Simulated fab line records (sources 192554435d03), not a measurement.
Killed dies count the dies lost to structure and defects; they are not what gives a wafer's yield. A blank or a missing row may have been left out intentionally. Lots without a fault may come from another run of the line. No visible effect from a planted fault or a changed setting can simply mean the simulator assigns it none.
Struck lot and sound lot, side by side ; flow n5 finfet ; 14 out of 1938 route steps
Sound: wafers L831.1, L831.5, L831.6. Wafers struck: L841.3, L841.4, L841.6. At the end, the cause is stated.
Per side, at each step with rows, come the tool, then ch with its chambers, and then its first start. Under that, the readings that differ: sound wafers ; struck wafers ; difference of the means ; sigmas: that difference in standard deviations of wafers without a fault.
alike: same words and numbers on both sides, and readings whose means sit less than 2 such deviations apart. not compared: any withheld reading, any reading some wafer has no value for, any bound like >300 that may hide the same value, and any number with overlapping values for which the record gives no deviation.
Wherever a step has rows on one side only, a row that says differs or no value, or a row with sigmas, the two part there. Non-overlapping numbers with no deviation appear without sigmas and do not part them. A reading that every wafer of one side lacks parts them only if that side has two wafers or more.

N5_FIN_SAQP_PECVD_47: deposits a-Si from SiH4/He, target thk 45 nm, time 36.3 s.
  sound on pecvd-01 ch 0,1, day 3 21:23; struck on pecvd-03 ch 0,2, day 6 10:07
  alike: heater power w, showerhead plenum p Torr, showerhead vpp V, throttle valve pct
N5_FIN_SAQP_PECVD_48: deposits SiNx from SiH4/NH3/N2, target thk 25 nm, time 22.1 s.
  sound on pecvd-01 ch 0,1, day 3 21:27; struck on pecvd-03 ch 0,2, day 6 10:09
  alike: heater power w, showerhead plenum p Torr, showerhead vpp V, throttle valve pct
N5_FIN_SAQP_PECVD_06: deposits a-Si from SiH4/He, target thk 60 nm, time 48.1 s.
  sound on pecvd-01 ch 0,1, day 3 21:31; struck on pecvd-03 ch 0,2, day 6 10:11
  alike: heater power w, showerhead plenum p Torr, showerhead vpp V, throttle valve pct
N5_FIN_SAQP_THK_MEAS_07:
  sound: film metro-02 at day 3 21:38; struck: film metro-01 at day 6 10:17
  alike: thk nm
N5_FIN_SAQP_HM_DEP_72: deposits SiO2 from SiH4/N2O, target thk 12 nm, time 7.2 s.
  sound on pecvd-03 ch 1,2, day 3 21:40; struck on pecvd-01 ch 0,1, day 6 10:19
  alike: heater power w, showerhead plenum p Torr, showerhead vpp V
then, 7 steps without rows for these wafers: N5_FIN_SAQP_COAT_49 (time 60 s, resist thk 100 nm); N5_FIN_SAQP_COAT_50 (time 60 s, resist thk 35 nm); N5_FIN_SAQP_COAT_10 (resist thk 90 nm); N5_FIN_SAQP_EBR_12; N5_FIN_SAQP_SOFTBAKE_11 (time 60 s); N5_FIN_SAQP_EXPOSE_13 (exposes mask FIN CORE, target cd 35.6 nm); N5_FIN_SAQP_PEB_14 (peb time 60 s).
N5_FIN_SAQP_DEVELOP_15: develop time 30 s.
  struck on litho track-01, day 6 10:35; sound on litho track-04 ch 0, day 3 22:03
  no value came back on the struck wafers for chill plate temp C (C), develop time s (s); on the sound wafers chill plate temp C (C) reads 22.98 22.89 22.91
reading;sound;struck;difference;sigmas
model.CAR-ArF_of_FIN_SAQP_COAT_10.thk nm (nm);88.2 88.4 88.18;90.09 89.91 90.04;+1.75;
N5_FIN_SAQP_CD_MEAS_16: target cd 35.6 nm.
  sound on cd sem-01 ch 0, day 3 22:07; struck on cd sem-01 ch 0, day 6 10:39
reading;sound;struck;difference;sigmas
cd nm (nm);35.44 35.55 35.84;- - -;no value on the struck wafers;

== WHERE THEY PART ==
Earliest at N5_FIN_SAQP_DEVELOP_15; latest, in this record, at N5_FIN_SAQP_CD_MEAS_16.

WHY: what the simulator had put in
At N5_FIN_SAQP_DEVELOP_15, the step was skipped entirely on litho track-01 from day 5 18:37 on. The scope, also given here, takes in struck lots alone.
